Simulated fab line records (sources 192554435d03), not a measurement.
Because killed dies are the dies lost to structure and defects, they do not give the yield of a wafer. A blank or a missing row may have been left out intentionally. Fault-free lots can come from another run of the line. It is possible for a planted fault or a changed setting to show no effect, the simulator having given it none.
Which tool did it? + flow n5-finfet + 10 lots with 30 wafers sampled at 4 steps, on a route of 1938 steps

## WHAT EACH GAUGE READ, for each wafer
N5_BEOL_M4_RC_MEAS_101. Usual: DIBL_N 36.1 mV/V, standard deviation 1.6; DIBL_P 35.8 mV/V, standard deviation 2.1; IOFF_N 0.16 nA/um, standard deviation 0.031; IOFF_P 0.21 nA/um, standard deviation 0.034; IOFF_P_85C 3.6 nA/um, standard deviation 0.51; IOFF_P_LIN 0.099 nA/um, standard deviation 0.013; IOFF_P_LONG 0.000106 nA/um, standard deviation 9.2e-06; ION_N 673 uA/um, standard deviation 12; ION_P 461 uA/um, standard deviation 7.2; SS_N 71.4 mV/dec, standard deviation 0.59; SS_P 73.3 mV/dec, standard deviation 0.63; VT_N 250 mV, standard deviation 3.1; VT_P -250 mV, standard deviation 3.3; VT_P_LONG -275.4 mV, standard deviation 3; VT_P_LVT -98.5 mV, standard deviation 2.8.
| lot  | measured     | on        | DIBL_N (mV/V)  | DIBL_P (mV/V)  | IOFF_N (nA/um) | IOFF_P (nA/um) | IOFF_P_85C (nA/um) | IOFF_P_LIN (nA/um) | IOFF_P_LONG (nA/um)        | ION_N (uA/um) | ION_P (uA/um) | SS_N (mV/dec)  | SS_P (mV/dec)  | VT_N (mV)   | VT_P (mV)      | VT_P_LONG (mV)       | VT_P_LVT (mV)        | flag |
|------|--------------|-----------|----------------|----------------|----------------|----------------|--------------------|--------------------|----------------------------|---------------|---------------|----------------|----------------|-------------|----------------|----------------------|----------------------|------|
| L866 | day 8 07:15  | prober-02 | 36.1 36.0 36.9 | 36.1 35.6 36.0 | 0.17 0.16 0.17 | 0.21 0.21 0.21 | 3.6 3.6 3.6        | 0.101 0.099 0.099  | 0.000103 9.9e-05 9.8e-05   | 676 670 689   | 463 457 465   | 71.7 71.8 71.4 | 73.4 73.3 74.3 | 248 249 247 | -253 -250 -252 | -277.3 -278.4 -277.9 | -98.9 -99.3 -99.5    |      |
| L869 | day 8 12:54  | prober-02 | 34.4 36.0 36.2 | 35.0 36.9 36.9 | 0.13 0.16 0.16 | 0.17 0.21 0.20 | 3.1 3.8 3.6        | 0.083 0.100 0.093  | 9.8e-05 0.000106 9.9e-05   | 658 686 670   | 451 467 457   | 70.6 71.6 71.4 | 73.4 73.6 73.9 | 253 250 250 | -252 -251 -253 | -276.9 -275.6 -278.0 | -100.4 -96.7 -98.5   |      |
| L870 | day 9 09:04  | prober-02 | 36.3 36.1 38.2 | 36.9 37.0 39.6 | 0.17 0.17 0.23 | 0.21 0.21 0.27 | 3.7 3.7 4.6        | 0.100 0.100 0.121  | 0.000103 0.000102 9.9e-05  | 683 677 687   | 459 457 465   | 71.6 71.6 72.3 | 73.3 73.4 74.0 | 250 249 243 | -253 -253 -249 | -277.5 -280.9 -276.0 | -99.9 -99.0 -95.7    |      |
| L872 | day 9 18:20  | prober-01 | 35.0 33.3 35.1 | 34.4 31.1 34.3 | 0.14 0.10 0.14 | 0.36 0.27 0.36 | 5.7 4.5 5.6        | 0.170 0.141 0.170  | 0.000187 0.000174 0.000183 | 666 649 662   | 491 480 487   | 71.4 70.9 70.7 | 72.8 71.9 73.4 | 251 261 252 | -236 -237 -236 | -255.7 -257.1 -256.3 | -81.9 -85.1 -81.9    | OFF  |
| L874 | day 10 12:10 | prober-01 | 38.0 37.3 36.9 | 37.6 34.7 34.7 | 0.17 0.14 0.14 | 0.51 0.41 0.41 | 7.5 6.2 6.3        | 0.236 0.198 0.201  | 0.000228 0.00022 0.000224  | 679 660 664   | 516 493 497   | 72.0 71.1 71.9 | 73.8 73.0 72.6 | 250 249 253 | -225 -230 -229 | -252.3 -251.8 -252.2 | -75.2 -78.8 -77.9    | OFF  |
| L876 | day 10 18:57 | prober-01 | 35.4 35.0 35.7 | 36.1 35.7 36.6 | 0.14 0.14 0.14 | 0.17 0.17 0.18 | 3.1 3.0 3.3        | 0.085 0.083 0.088  | 9.8e-05 8.9e-05 9.8e-05    | 667 676 664   | 452 460 452   | 71.0 71.0 71.4 | 73.5 72.2 73.3 | 253 251 254 | -256 -255 -255 | -281.9 -279.5 -280.1 | -103.0 -103.3 -102.1 |      |
| L878 | day 11 10:46 | prober-01 | 36.6 36.2 33.7 | 35.3 33.9 31.4 | 0.16 0.15 0.12 | 0.44 0.37 0.32 | 6.4 5.7 5.0        | 0.203 0.178 0.162  | 0.000192 0.000187 0.000191 | 667 665 658   | 498 492 483   | 71.8 71.3 70.5 | 73.5 72.6 72.6 | 249 253 252 | -229 -230 -232 | -254.7 -252.4 -254.8 | -77.4 -79.6 -81.4    | OFF  |
| L881 | day 11 19:40 | prober-01 | 35.4 33.9 32.9 | 35.8 34.5 33.4 | 0.15 0.13 0.11 | 0.21 0.18 0.17 | 3.6 3.3 3.2        | 0.094 0.086 0.084  | 0.000114 0.000106 0.000105 | 672 656 646   | 465 454 457   | 71.2 70.8 70.6 | 73.1 72.5 72.7 | 249 254 253 | -250 -250 -252 | -275.8 -276.7 -278.5 | -96.6 -98.4 -98.9    |      |
| L883 | day 14 08:28 | prober-01 | 36.0 35.1 37.1 | 35.9 33.0 36.0 | 0.17 0.16 0.18 | 0.24 0.19 0.23 | 4.1 3.3 4.0        | 0.114 0.095 0.111  | 0.000111 0.000112 0.000121 | 672 687 669   | 463 470 461   | 71.7 71.0 71.3 | 73.3 72.7 73.4 | 250 248 246 | -246 -250 -248 | -275.6 -272.6 -275.4 | -94.8 -99.2 -96.1    |      |
| L888 | day 13 13:10 | prober-02 | 33.8 39.8 37.5 | 31.7 39.0 36.7 | 0.11 0.26 0.18 | 0.18 0.31 0.27 | 3.2 5.0 4.4        | 0.094 0.139 0.124  | 0.000126 0.000127 0.000123 | 650 699 690   | 464 474 471   | 70.8 71.7 71.7 | 71.4 73.9 73.3 | 253 241 244 | -249 -241 -244 | -272.1 -270.0 -271.1 | -99.0 -92.0 -94.2    |      |

## TOOL THAT RAN EACH LOT (tool first, then ch and the chambers of the sampled wafers, then the start)
| lot  | N5_PMOS_HMC_CHANNEL_EPI_EPI_20 | N5_BEOL_M4_SPUTTER_79        | N5_BEOL_M4_SPUTTER_94        |
|------|--------------------------------|------------------------------|------------------------------|
| L866 | epi-rpcvd-02 ch 0, day 1 18:26 | pvd-sputter-03, day 8 04:37  | pvd-sputter-03, day 8 05:56  |
| L869 | epi-rpcvd-02 ch 0, day 2 11:47 | pvd-sputter-01, day 8 10:16  | pvd-sputter-01, day 8 11:35  |
| L870 | epi-rpcvd-02 ch 0, day 2 18:37 | pvd-sputter-01, day 9 06:07  | pvd-sputter-01, day 9 07:26  |
| L872 | epi-rpcvd-02 ch 0, day 3 07:30 | pvd-sputter-02, day 9 11:05  | pvd-sputter-02, day 9 16:52  |
| L874 | epi-rpcvd-02 ch 0, day 3 18:17 | pvd-sputter-01, day 10 08:23 | pvd-sputter-01, day 10 09:42 |
| L876 | epi-rpcvd-03 ch 0, day 4 05:53 | pvd-sputter-03, day 10 16:13 | pvd-sputter-03, day 10 17:32 |
| L878 | epi-rpcvd-02 ch 0, day 4 18:06 | pvd-sputter-02, day 11 08:07 | pvd-sputter-02, day 11 09:26 |
| L881 | epi-rpcvd-01 ch 0, day 5 12:14 | pvd-sputter-01, day 11 16:29 | pvd-sputter-01, day 11 17:49 |
| L883 | epi-rpcvd-01 ch 0, day 6 00:22 | pvd-sputter-01, day 14 05:12 | pvd-sputter-01, day 14 06:31 |
| L888 | epi-rpcvd-03 ch 0, day 7 06:44 | pvd-sputter-02, day 13 10:19 | pvd-sputter-02, day 13 11:38 |
- N5_PMOS_HMC_CHANNEL_EPI_EPI_20: deposits SiGe30, target thk 59 nm.
- N5_BEOL_M4_SPUTTER_79: material Cu, target thk 4.5 nm, time 8.29 s.
- N5_BEOL_M4_SPUTTER_94: material Cu, target thk 4.5 nm, time 8.29 s.

## AS READ BY THE TOOLS THEMSELVES (means over the sampled wafers that have a number; for cases with no such wafer, the mark the record gives instead)
N5_BEOL_M4_SPUTTER_79. Usual: throttle-valve-pct reads 30.1 % (standard deviation 0.91).
| lot  | tool           | throttle-valve-pct (%) | flag |
|------|----------------|------------------------|------|
| L866 | pvd-sputter-03 | 29.4                   |      |
| L869 | pvd-sputter-01 | 30.5                   |      |
| L870 | pvd-sputter-01 | 30.2                   |      |
| L872 | pvd-sputter-02 | 29.8                   |      |
| L874 | pvd-sputter-01 | 29.7                   |      |
| L876 | pvd-sputter-03 | 29.8                   |      |
| L878 | pvd-sputter-02 | 29.1                   |      |
| L881 | pvd-sputter-01 | 30.5                   |      |
| L883 | pvd-sputter-01 | 30.7                   |      |
| L888 | pvd-sputter-02 | 29.4                   |      |

N5_BEOL_M4_SPUTTER_94. Usual: throttle-valve-pct reads 30.1 % (standard deviation 0.94).
| lot  | tool           | throttle-valve-pct (%) | flag |
|------|----------------|------------------------|------|
| L866 | pvd-sputter-03 | 29.4                   |      |
| L869 | pvd-sputter-01 | 30.5                   |      |
| L870 | pvd-sputter-01 | 29.9                   |      |
| L872 | pvd-sputter-02 | 29.8                   |      |
| L874 | pvd-sputter-01 | 29.7                   |      |
| L876 | pvd-sputter-03 | 29.8                   |      |
| L878 | pvd-sputter-02 | 29.0                   |      |
| L881 | pvd-sputter-01 | 30.9                   |      |
| L883 | pvd-sputter-01 | 30.7                   |      |
| L888 | pvd-sputter-02 | 29.3                   |      |

## THE ANSWER, worked out from the rows above alone
Rule: take the mean of a lot's wafers that have a number; if it is more than 3 standard deviations from the usual mean, the lot is off. A lot without any number at a reading at which 4 lots or more have one is off too. Any other lot the step has rows for is counted as sound. The gauges are gone through in route order, then the tools' own readings, and for those a lot's mean is taken as printed above. At the first step where some lot is off, the reading lying furthest off is the one used; lots without a number count as furthest.
Off: L872, L874, L878, seen at N5_BEOL_M4_RC_MEAS_101 (IOFF_P_LONG).
If a tool, at a process step before that reading, ran all the lots that are off and no sound lot after the first of them, it fits. Those tools and the gauges at N5_BEOL_M4_RC_MEAS_101 are tried in the same way. One fits: N5_PMOS_HMC_CHANNEL_EPI_EPI_20 on epi-rpcvd-02. A fault onset in the window from L870 (day 2 18:37, its last sound lot) to L872 (day 3 07:30, its first lot off) fits.

## WHAT THE SIMULATOR HAD PUT IN
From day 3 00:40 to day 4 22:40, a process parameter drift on epi-rpcvd-02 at N5_PMOS_HMC_CHANNEL_EPI_EPI_20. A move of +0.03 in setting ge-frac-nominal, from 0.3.
Lots struck among those shown: L872, L874, L878. Same finding as the rule above.
